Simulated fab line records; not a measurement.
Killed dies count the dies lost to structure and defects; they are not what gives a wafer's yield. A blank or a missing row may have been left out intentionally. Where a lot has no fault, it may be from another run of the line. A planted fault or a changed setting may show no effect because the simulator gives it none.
Which of the tools did it?    flow nand harc    12 lots, 36 wafers sampled, at 4 steps of a route of 1302

## WHAT THE GAUGES SHOWED, per wafer
NHARC_A_ONON_D1_THK_MEAS_24: measures by ellipsometry.
lot   measured      on             thk nm (nm)
L975  day 8 09:58   film metro-01  1010 1008 1007
L974  day 8 09:58   film metro-02  984 987 986
L977  day 9 12:52   film metro-02  997 997 998
L978  day 9 12:52   film metro-01  984 987 984
L979  day 10 13:34  film metro-01  992 993 991
L980  day 10 21:16  film metro-02  1021 1022 1021
L982  day 11 14:57  film metro-01  1006 1004 1006
L984  day 12 13:26  film metro-02  1013 1012 1014
L989  day 14 11:07  film metro-02  1009 1009 1007
L990  day 15 00:35  film metro-01  993 994 992
L996  day 17 13:08  film metro-02  1004 1004 1004
L997  day 17 20:49  film metro-02  1001 1000 1002

NHARC_A_ONON_D1_THK_MEAS_34: measures by ellipsometry.
lot   measured      on             thk nm (nm)
L975  day 8 11:41   film metro-01  194.5 197.8 197.7
L974  day 8 11:35   film metro-01  191.5 194.9 196.8
L977  day 9 14:28   film metro-01  196.6 197.1 196.2
L978  day 9 14:35   film metro-02  196.2 198.7 203.3
L979  day 10 15:10  film metro-02  197.5 200.5 201.2
L980  day 10 22:53  film metro-02  198.3 200.2 200.6
L982  day 11 16:33  film metro-02  193.3 194.7 200.5
L984  day 12 15:03  film metro-01  197.2 195.7 195.7
L989  day 14 12:43  film metro-01  170.3 200.5 203.3
L990  day 15 02:11  film metro-01  200.9 201.7 175.2
L996  day 17 14:46  film metro-02  199.6 197.4 201.5
L997  day 17 22:26  film metro-02  194.8 197.6 198.2

NHARC_A_CHANNEL_HOLE_D1_CD_MEAS_10 targets a cd of 100 nm.
lot   measured      on         cd nm (nm)
L975  day 8 14:29   cd sem-03  99.7 100.1 99.5
L974  day 8 14:16   cd sem-02  100.0 100.0 100.3
L977  day 9 21:28   cd sem-03  100.1 99.6 99.8
L978  day 9 22:16   cd sem-03  100.5 100.1 99.5
L979  day 10 17:57  cd sem-02  99.9 99.7 99.2
L980  day 11 01:39  cd sem-01  100.4 100.1 100.3
L982  day 12 00:25  cd sem-02  100.4 100.9 100.0
L984  day 12 18:21  cd sem-01  100.2 99.9 100.1
L989  day 14 17:19  cd sem-01  99.7 99.9 100.4
L990  day 15 06:06  cd sem-03  99.8 99.8 99.4
L996  day 17 17:40  cd sem-03  99.3 100.0 99.4
L997  day 18 02:07  cd sem-01  100.7 99.9 99.9

## TOOL THAT RAN EACH LOT (tool first, then ch and the chambers of the sampled wafers, then the start)
lot   NHARC_A_ONON_D1_DEP_33
L975  pecvd-02 ch 0,1, day 8 11:09
L974  pecvd-04 ch 1,2, day 8 11:16
L977  pecvd-04 ch 0,1,2, day 9 14:03
L978  pecvd-02 ch 0,2, day 9 14:11
L979  pecvd-04 ch 0,1, day 10 14:45
L980  pecvd-03 ch 0,1,2, day 10 22:28
L982  pecvd-02 ch 0,1,2, day 11 16:09
L984  pecvd-03 ch 0,1,2, day 12 14:38
L989  pecvd-04 ch 0,1,2, day 14 12:19
L990  pecvd-04 ch 0,1, day 15 01:49
L996  pecvd-02 ch 0,2, day 17 14:22
L997  pecvd-02 ch 0,2, day 17 22:03
- NHARC_A_ONON_D1_DEP_33: deposits SiO2, target thk 200 nm.

## AS READ BY THE TOOLS THEMSELVES (means over the sampled wafers that have a number; for cases with no such wafer, the mark the record gives instead)
NHARC_A_ONON_D1_DEP_33.
lot   tool      heater power w (W)  rf fwd power W (W)  showerhead vpp V (V)  susceptor temp C (C)  throttle valve pct (%)
L975  pecvd-02  619                 900.0               1983                  400.24                16.0
L974  pecvd-04  496                 896.1               1917                  399.95                16.5
L977  pecvd-04  540                 900.7               1891                  400.05                16.6
L978  pecvd-02  730                 898.0               1970                  400.37                16.2
L979  pecvd-04  539                 897.9               1844                  399.99                16.3
L980  pecvd-03  570                 899.5               1850                  400.21                15.9
L982  pecvd-02  632                 898.1               1977                  400.23                16.3
L984  pecvd-03  577                 895.7               1859                  400.06                15.8
L989  pecvd-04  544                 778.7               1726                  399.76                16.3
L990  pecvd-04  594                 780.3               1662                  400.29                16.1
L996  pecvd-02  619                 898.9               2002                  399.67                16.5
L997  pecvd-02  647                 900.4               1986                  399.91                16.3

## THE ANSWER, worked out from the rows above alone
Rule: the usual values come from the lots themselves. The widest of any qualifying gaps counts: lots, ordered by their means at a reading, are off when they make up no more than a third of the lots, leave a main group of 4 or more, and stand apart from it by 3 or more times the standard deviation of that group's means. A main group whose means are all the same, to the digits that the tables above print for the reading, isn't used. Also off: a lot with no number at a reading for which 4 or more lots have one. Any other lot the step has rows for is counted as sound. The gauges are gone through in route order, then the tools' own readings, and for those a lot's mean is taken as printed above. The first step at which some lot is off is used, and at that step the reading that is off furthest; a lot without a number counts as furthest.
Off, at NHARC_A_ONON_D1_DEP_33 on rf fwd power W: L989, L990. For the main group the mean is 898.5 W and the standard deviation 1.6.
If a tool, at that step or one of the process steps before it, ran each lot that is off and ran no sound lot following the first of them, it fits. One fits: pecvd-04 at NHARC_A_ONON_D1_DEP_33. A fault onset in the window from L979 (day 10 14:45, its last sound lot) to L989 (day 14 12:19, its first lot off) fits.
The tool's own readings at NHARC_A_ONON_D1_DEP_33 bear it out: on the lots that are off they differ by more than 5 times the standard deviation of the sound lots' means. rf fwd power W reads 779.5 W there against 898.5 W on the sound lots.

## WHAT THE SIMULATOR PUT IN
pecvd-04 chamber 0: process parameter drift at NHARC_A_ONON_D1_DEP_33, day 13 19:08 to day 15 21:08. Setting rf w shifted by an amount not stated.
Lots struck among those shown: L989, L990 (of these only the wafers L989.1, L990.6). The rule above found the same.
